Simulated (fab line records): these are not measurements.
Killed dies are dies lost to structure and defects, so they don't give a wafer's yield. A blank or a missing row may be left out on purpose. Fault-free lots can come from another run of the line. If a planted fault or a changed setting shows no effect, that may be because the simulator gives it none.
Which of the tools did it? -- flow nand harc -- 30 wafers from 10 lots sampled at 4 of the route's 1159 steps

== WHAT THE GAUGES SHOWED, per wafer ==
NHARC_A_M1_CD_MEAS_09: target cd 120 nm. Usual: cd nm at 119.7 nm, with a standard deviation of 0.46.
lot,measured,on,cd nm (nm),flag
L312,day 18 02:29,cd sem-02,120.0 120.2 120.4,
L316,day 18 04:07,cd sem-03,119.7 119.9 119.8,
L313,day 18 04:44,cd sem-03,119.5 119.8 119.7,
L315,day 19 00:08,cd sem-01,122.5 122.4 122.7,OFF
L317,day 19 01:13,cd sem-03,119.5 119.1 119.3,
L318,day 19 13:31,cd sem-01,120.1 119.8 120.3,
L321,day 20 11:50,cd sem-03,122.0 121.6 121.9,OFF
L329,day 22 12:52,cd sem-01,120.2 119.8 120.3,
L333,day 22 14:50,cd sem-02,119.0 119.8 119.5,
L327,day 23 01:12,cd sem-02,119.1 118.6 119.1,

== TOOL THAT RAN EACH LOT (tool first, then ch and the chambers of the sampled wafers, then the start) ==
lot,NHARC_A_M0_STRIP_18,NHARC_A_M0_ANNEAL_30,NHARC_A_M1_EXPOSE_06
L312,"rie diel-10 ch 2,3, day 17 22:49","rtp anneal-01 ch 0, day 18 00:34","arfi scanner-01 ch 0, day 18 02:20"
L316,"rie diel-10 ch 2,3, day 18 00:35","rtp anneal-01 ch 0, day 18 01:59","arfi scanner-01 ch 0, day 18 03:58"
L313,"rie diel-08 ch 0,3, day 18 01:14","rtp anneal-02 ch 0, day 18 02:38","arfi scanner-01 ch 0, day 18 04:35"
L315,"rie diel-10 ch 1,2, day 18 20:37","rtp anneal-02 ch 0, day 18 21:55","arfi scanner-01 ch 0, day 19 00:00"
L317,"rie diel-08 ch 0,2,3, day 18 21:35","rtp anneal-01 ch 0, day 18 22:58","arfi scanner-02 ch 0, day 19 01:05"
L318,"rie diel-08 ch 0,1,2, day 19 10:09","rtp anneal-01 ch 0, day 19 11:26","arfi scanner-03 ch 0, day 19 13:22"
L321,"rie diel-10 ch 1,3, day 20 08:17","rtp anneal-01 ch 0, day 20 09:41","arfi scanner-01 ch 0, day 20 11:42"
L329,"rie diel-08 ch 2,3, day 22 09:08","rtp anneal-02 ch 0, day 22 10:30","arfi scanner-03 ch 0, day 22 12:43"
L333,"rie diel-13 ch 1,3, day 22 11:28","rtp anneal-02 ch 0, day 22 12:47","arfi scanner-03 ch 0, day 22 14:41"
L327,"rie diel-10 ch 1,2,3, day 22 21:40","rtp anneal-02 ch 0, day 22 22:58","arfi scanner-03 ch 0, day 23 01:04"
- NHARC_A_M0_STRIP_18: strips in N2/H2.
- NHARC_A_M0_ANNEAL_30: time 90 s.
- NHARC_A_M1_EXPOSE_06: exposes mask A M1, target cd 120 nm.

== WHAT THE TOOLS THEMSELVES READ (means of the sampled wafers that have a number; where no wafer has one, the mark that the record gives instead) ==
NHARC_A_M0_STRIP_18. Usual: drypump motor current A 5.7 A, standard deviation 0.47; oes product au 0.999 a.u., standard deviation 0.0071; rf fwd power W 996 W, standard deviation 3.3; rf vpp V 90.8 V, standard deviation 0.99; showerhead plenum p Torr 2.04 Torr, standard deviation 0.076; throttle valve pct 14.171 %, standard deviation 0.0086.
lot,tool,drypump motor current A (A),oes product au (a.u.),rf fwd power W (W),rf vpp V (V),showerhead plenum p Torr (Torr),throttle valve pct (%),flag
L312,rie diel-10,5.9,0.994,996,91.3,2.08,14.181,
L316,rie diel-10,5.9,1.004,997,91.4,2.08,14.178,
L313,rie diel-08,5.6,1.001,996,91.2,2.05,14.179,
L315,rie diel-10,5.9,1.002,997,90.9,2.00,14.159,
L317,rie diel-08,5.7,1.000,994,91.0,2.05,14.178,
L318,rie diel-08,5.7,0.997,995,90.8,2.02,14.166,
L321,rie diel-10,5.2,1.008,997,90.4,2.00,14.166,
L329,rie diel-08,5.7,0.997,996,91.1,2.04,14.169,
L333,rie diel-13,6.0,1.013,997,90.2,1.97,14.170,
L327,rie diel-10,5.6,1.008,995,90.8,2.03,14.174,

NHARC_A_M0_ANNEAL_30. Usual: wafer_temp_C_max at 226.4, with a standard deviation of 0.4.
lot,tool,wafer_temp_C_max,flag
L312,rtp anneal-01,226.2,
L316,rtp anneal-01,225.9,
L313,rtp anneal-02,226.5,
L315,rtp anneal-02,226.6,
L317,rtp anneal-01,226.1,
L318,rtp anneal-01,226.4,
L321,rtp anneal-01,226.2,
L329,rtp anneal-02,226.9,
L333,rtp anneal-02,226.7,
L327,rtp anneal-02,226.6,

NHARC_A_M1_EXPOSE_06. Usual: exposure dose mJ cm2 75.10, standard deviation 0.075; focus offset nm 0.1 nm, standard deviation 0.46.
lot,tool,exposure dose mJ cm2,focus offset nm (nm),flag
L312,arfi scanner-01,75.16,0.4,
L316,arfi scanner-01,75.10,0.1,
L313,arfi scanner-01,75.14,-0.1,
L315,arfi scanner-01,78.26,0.2,OFF
L317,arfi scanner-02,75.21,-0.3,
L318,arfi scanner-03,75.02,0.1,
L321,arfi scanner-01,77.65,-0.5,OFF
L329,arfi scanner-03,75.05,-0.1,
L333,arfi scanner-03,75.04,0.6,
L327,arfi scanner-03,75.08,-0.1,

== THE ANSWER, worked out from the rows above alone ==
Rule: a lot counts as off when the mean over its wafers that have a number is more than 3 standard deviations away from the usual mean. Also off: a lot with no number at a reading for which 4 or more lots have one. Any other lot the step has rows for is counted as sound. Order of review: gauges by route order, followed by the tools' own readings, for which a lot's mean as printed above is used. The first step at which some lot is off is used, and at that step the reading that is off furthest; a lot without a number counts as furthest.
Off: L315, L321, at NHARC_A_M1_CD_MEAS_09 (cd nm).
If a tool, at a process step before that reading, ran all the lots that are off and no sound lot after the first of them, it fits. Not tried: the gauges at NHARC_A_M1_CD_MEAS_09; whatever is off there is also off at NHARC_A_M1_EXPOSE_06, on other tools, and gauge error can't account for it. One fits: arfi scanner-01 at NHARC_A_M1_EXPOSE_06. A fault onset in the window from L313 (day 18 04:35, its last sound lot) to L315 (day 19 00:00, its first lot off) fits.
On the lots that are off, the tool's own readings at NHARC_A_M1_EXPOSE_06 differ by more than 5 times the standard deviation of the sound lots' means, which bears it out; exposure dose mJ cm2 reads 77.96 there versus 75.10 on the sound lots.

== WHAT THE SIMULATOR HAD PUT IN ==
Drift in process parameters on arfi scanner-01 at NHARC_A_M1_EXPOSE_06, starting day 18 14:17. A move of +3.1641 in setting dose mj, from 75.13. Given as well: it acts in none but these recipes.
Shown lots that were struck: L315, L321. The rule above reached the same finding.
